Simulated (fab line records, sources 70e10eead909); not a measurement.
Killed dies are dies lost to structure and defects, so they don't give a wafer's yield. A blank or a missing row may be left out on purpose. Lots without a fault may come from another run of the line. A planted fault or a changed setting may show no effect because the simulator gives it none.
A struck lot beside a sound one | flow nand_harc | 15 steps out of a route of 1302
Sound: wafers L627.3, L627.5, L627.6. Struck: wafer L641.2. (L641.3 of the same lot was not struck and is left out.) The cause comes at the end.
At each step with rows: each side's tool, then ch and its chambers, then its first start. Under that, the readings that differ: sound wafers | struck wafers | difference of the means | sigmas: that difference in standard deviations of wafers without a fault.
alike: readings whose means differ by less than 2 such deviations, and words and numbers that are the same on both sides. not compared: withheld readings, readings that some wafer has no value for, bounds like >300 that may hide the same value, and numbers for which the record gives no deviation and whose values overlap.
The two part at a step that has a row with sigmas, a row that says differs or no value, or rows on one side only. Numbers that don't overlap but have no deviation are shown without sigmas and don't part them. A reading that every wafer of one side lacks parts them only if that side has two wafers or more.

first, 4 steps without rows for these wafers: NHARC_A_DECK1_JOINT_CURE_26 (time 32 s); NHARC_A_DECK1_JOINT_ANNEAL_27 (time 3600 s); NHARC_A_DECK1_JOINT_ANNEAL_28 (time 1800 s); NHARC_A_DECK1_JOINT_ANNEAL_29 (time 1800 s).
NHARC_A_DECK1_JOINT_CMP_02: polishes SiOx.
  sound on cmp-02 ch 1,2, day 14 14:50; struck on cmp-02 ch 0, day 19 21:08
  alike: motor_current_A, slurry_flow_ml_min
then, 1 step without rows for these wafers: NHARC_A_DECK1_JOINT_SRD_15.
NHARC_A_DECK1_JOINT_DEP_16: deposits SiO2, target thk 45 nm.
  sound on pecvd-04 ch 0,1, day 14 15:13; struck on pecvd-02 ch 1, day 19 21:37
  reading              | sound          | struck | difference | sigmas
  showerhead_vpp_V (V) | 1818 1867 1805 | 1705   | -125       | -2
  alike: heater_power_w, throttle_valve_pct
NHARC_A_DECK1_JOINT_THK_MEAS_17: measures by ellipsometry.
  sound on film_metro-01, day 14 15:29; struck on film_metro-01, day 19 21:53
  alike: thk_nm
NHARC_A_DECK1_JOINT_INSPECT_05:
  sound on defect_inspect-02, day 14 15:31; struck on defect_inspect-01, day 19 21:56
  reading          | sound       | struck | difference | sigmas
  raw_defect_count | 416 677 288 | 206    | -254       | -2
then, 1 step without rows for these wafers: NHARC_A_ONON_D2_DEP_00 (target thk 1000 nm).
NHARC_A_ONON_D2_THK_MEAS_02: measures by ellipsometry.
  sound on film_metro-02, day 14 16:06; struck on film_metro-02, day 19 22:32
  alike: thk_nm
NHARC_A_ONON_D2_DEP_03: target thk 1000 nm.
  sound on pecvd_onon-03 ch 0, day 14 16:16; struck on pecvd_onon-03 ch 0, day 19 22:38
  alike: n2_flow_sccm
NHARC_A_ONON_D2_THK_MEAS_05: measures by ellipsometry.
  sound on film_metro-01, day 14 16:40; struck on film_metro-01, day 19 23:05
  reading     | sound       | struck | difference | sigmas
  thk_nm (nm) | 997 999 999 | 1042   | +44        | +4
then, 2 steps without rows for these wafers: NHARC_A_ONON_D2_DEP_06 (target thk 1000 nm); NHARC_END_SORT_01.

WHERE THEY PART
First at NHARC_A_DECK1_JOINT_DEP_16; last, within this record, at NHARC_A_ONON_D2_THK_MEAS_05.

WHY: what the simulator had put in
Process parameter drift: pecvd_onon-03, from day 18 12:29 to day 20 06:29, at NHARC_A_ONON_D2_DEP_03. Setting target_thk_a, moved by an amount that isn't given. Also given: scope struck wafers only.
